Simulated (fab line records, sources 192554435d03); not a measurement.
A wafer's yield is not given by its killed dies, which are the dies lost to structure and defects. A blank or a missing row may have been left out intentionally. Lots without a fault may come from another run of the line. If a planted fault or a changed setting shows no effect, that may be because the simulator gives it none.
Split-lot trial + flow n5-finfet + 39 wafers read from 7 lots, route of 1938 steps

## THE SPLIT ITSELF
At N5_BEOL_M6_DESCUM_33 (chemistry O2, time 7 s), the setting time-s was moved away from the recipe's 7 s on 12 of the 39 wafers read, by -33.9% to +58.9%. All remaining wafers had this setting at the recipe value.

Reading taken at the split's own step.

## THE READING
CAR-EUV_of_BEOL_M6_COAT_22.thk-nm (the simulator's own value, which no gauge read), in nm, at N5_BEOL_M6_DESCUM_33 (chemistry O2, time 7 s). There is no usual value for it anywhere in the file. Across the 27 wafers here that went through the recipe, the average is 26.1 nm and the standard deviation 0.091 nm.

| wafer  | tool, chamber at the split | time-s as run, s | against the recipe | CAR-EUV_of_BEOL_M6_COAT_22.thk-nm, nm | against lot-mates on the recipe |
|--------|----------------------------|------------------|--------------------|---------------------------------------|---------------------------------|
| L074.1 | rie-diel-04, 2             | 7                | recipe             | 26                                    | -                               |
| L074.2 | rie-diel-04, 3,0,1         | 11.12            | +58.9%             | 24                                    | -2.1                            |
| L074.3 | rie-diel-04, 3,0,1         | 11.12            | +58.9%             | 24                                    | -2.1                            |
| L074.6 | rie-diel-04, 3,0,1         | 11.12            | +58.9%             | 24                                    | -2.1                            |
| L074.4 | rie-diel-04, 1,0           | 7                | recipe             | 26.2                                  | -                               |
| L074.5 | rie-diel-04, 1,0           | 7                | recipe             | 26.2                                  | -                               |
| L075.1 | rie-diel-04, 2,3,3         | 7                | recipe             | 26                                    | -                               |
| L075.4 | rie-diel-04, 2,3,3         | 7                | recipe             | 26                                    | -                               |
| L075.6 | rie-diel-04, 2,3,3         | 7                | recipe             | 26                                    | -                               |
| L075.2 | rie-diel-04, 0,1,0         | 5.695            | -18.6%             | 26.6                                  | +0.6                            |
| L075.3 | rie-diel-04, 0,1,0         | 5.695            | -18.6%             | 26.6                                  | +0.6                            |
| L075.5 | rie-diel-04, 0,1,0         | 5.695            | -18.6%             | 26.6                                  | +0.6                            |
| L077.1 | rie-diel-06, 1,3,3         | 7                | recipe             | 26                                    | -                               |
| L077.4 | rie-diel-06, 1,3,3         | 7                | recipe             | 26                                    | -                               |
| L077.5 | rie-diel-06, 1,3,3         | 7                | recipe             | 26                                    | -                               |
| L077.2 | rie-diel-06, 2,0,0         | 8.744            | +24.9%             | 25.2                                  | -0.8                            |
| L077.3 | rie-diel-06, 2,0,0         | 8.744            | +24.9%             | 25.2                                  | -0.8                            |
| L077.6 | rie-diel-06, 2,0,0         | 8.744            | +24.9%             | 25.2                                  | -0.8                            |
| L078.1 | rie-diel-01, 3,0,1,2,2,3   | 7                | recipe             | 26                                    | -                               |
| L078.2 | rie-diel-01, 3,0,1,2,2,3   | 7                | recipe             | 26                                    | -                               |
| L078.3 | rie-diel-01, 3,0,1,2,2,3   | 7                | recipe             | 26                                    | -                               |
| L078.4 | rie-diel-01, 3,0,1,2,2,3   | 7                | recipe             | 26                                    | -                               |
| L078.5 | rie-diel-01, 3,0,1,2,2,3   | 7                | recipe             | 26                                    | -                               |
| L078.6 | rie-diel-01, 3,0,1,2,2,3   | 7                | recipe             | 26                                    | -                               |
| L082.1 | rie-diel-04, 0             | 7                | recipe             | 26.2                                  | -                               |
| L082.4 | rie-diel-04, 0             | 7                | recipe             | 26.2                                  | -                               |
| L082.2 | rie-diel-04, 1             | 4.628            | -33.9%             | 27.2                                  | +1.1                            |
| L082.6 | rie-diel-04, 1             | 4.628            | -33.9%             | 27.2                                  | +1.1                            |
| L082.3 | rie-diel-04, 2             | 4.628            | -33.9%             | 27.4                                  | +1.3                            |
| L082.5 | rie-diel-04, 2             | 7                | recipe             | 26                                    | -                               |
| L087.1 | rie-diel-06, 0,3,0         | 7                | recipe             | 26.2                                  | -                               |
| L087.3 | rie-diel-06, 0,3,0         | 7                | recipe             | 26.2                                  | -                               |
| L087.4 | rie-diel-06, 0,3,0         | 7                | recipe             | 26.2                                  | -                               |
| L087.2 | rie-diel-06, 2,3,2         | 7                | recipe             | 26                                    | -                               |
| L087.5 | rie-diel-06, 2,3,2         | 7                | recipe             | 26                                    | -                               |
| L087.6 | rie-diel-06, 2,3,2         | 7                | recipe             | 26                                    | -                               |
| L088.2 | rie-diel-04, 3             | 7                | recipe             | 26.2                                  | -                               |
| L088.3 | rie-diel-04, 1,0           | 7                | recipe             | 26                                    | -                               |
| L088.4 | rie-diel-04, 1,0           | 7                | recipe             | 26                                    | -                               |
Where a row lists several chambers, the file gives one row for several wafers and doesn't say which wafer went through which chamber.

THE FIT
A straight line over all 39 wafers: CAR-EUV_of_BEOL_M6_COAT_22.thk-nm changes by -0.0347 nm for each +1% of time-s; r = -0.99; the points scatter about the line by 0.088 nm.
The same after taking each lot's own level away (the mean of its wafers on the recipe; 39 wafers): -0.0349 nm for each +1%; r = -0.99; scatter 0.076 nm.
Per that fit: largest time-s move, reading shift of 2.1 nm.
The span of the lots' own levels, 26.00 to 26.13 nm, comes to 1.5 times the standard deviation stated above.
The two slopes are in agreement: the lot-to-lot level therefore moves the slope only a little.
Check: with one of the wafers moved furthest among these (+58.9%) left out of the fit, the line predicts -2.04 nm for it against its lot-mates. Against them it came out at -2.13 nm.

## OTHER SPLITS ON THESE WAFERS
These wafers also went through other splits before the reading. Each is held against what the fit with the lots' levels taken away leaves over:
| other split on the same wafers        | wafers away from the commonest value | r with CAR-EUV_of_BEOL_M6_COAT_22.thk-nm (lot level and that fit taken away) |
|---------------------------------------|--------------------------------------|------------------------------------------------------------------------------|
| N5_BEOL_M0_SAQP_PECVD_04 time-s       | 12                                   | +0.02                                                                        |
| N5_BEOL_M1_CVD_47 target-thk-a        | 12                                   | -0.25                                                                        |
| N5_BEOL_M2_VIA_ETCH_34 target-depth-a | 18                                   | +0.00                                                                        |
| N5_BEOL_M4_ILD_DEP_00 target-thk-a    | 9                                    | +0.19                                                                        |

## FILE'S OWN FIT
CAR-EUV_of_BEOL_M6_COAT_22.thk-nm changes by -0.035 nm for each +1% of time-s, r = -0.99.
